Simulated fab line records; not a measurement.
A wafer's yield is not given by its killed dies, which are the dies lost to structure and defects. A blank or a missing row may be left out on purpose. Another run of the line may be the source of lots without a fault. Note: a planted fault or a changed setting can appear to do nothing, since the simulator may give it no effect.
Matching of chambers | flow nand_harc | NHARC_A_STAIRCASE_DESCUM_312 on rie_diel-04: 4 sister chambers
The step chemistry O2, time 3 s. 4 wafers are shown with their chamber, then 7 later ones without.

== WAFERS WITH THEIR CHAMBER ==
wafer  | chamber | drypump_motor_current_A (A)
L085.3 | 3       | 6.1
L086.1 | 2       | 5.6
L092.2 | 1       | 6.2
L092.3 | 0       | 5.9

== WAFERS WITHOUT THEIR CHAMBER ==
wafer  | drypump_motor_current_A (A)
L092.4 | 5.6
L088.1 | 6.2
L088.4 | 5.7
L088.6 | 6.0
L093.1 | 6.2
L093.3 | 6.0
L093.6 | 5.6

== CHAMBER TAKEN BY EACH ==
wafer  | from the rows above          | in truth
L092.4 | 2                            | 2
L088.1 | can't be placed: 1 or 3      | 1
L088.4 | can't be placed: 2 or 0      | 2
L088.6 | can't be placed: 0 or 3 or 1 | 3
L093.1 | can't be placed: 1 or 3      | 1
L093.3 | can't be placed: 0 or 3 or 1 | 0
L093.6 | 2                            | 2
2 of 7 placed correctly. From these rows, 5 cannot be placed; in 5 the true chamber is one of the candidates. 0 placed wrongly.
How it was worked out, from the rows above alone: a wafer's distance from a chamber is the root of the sum, over the readings, of the square of ((its reading less the chamber's mean) divided by the reading's scatter). If the next closest chamber is less than 2 further off than the closest, the wafer can't be placed; otherwise it belongs to the closest. For every chamber, the mean is computed from those of its wafers that are shown. The scatter: root of mean squared gap, hidden wafer to nearest shown wafer, with one shown wafer a chamber.
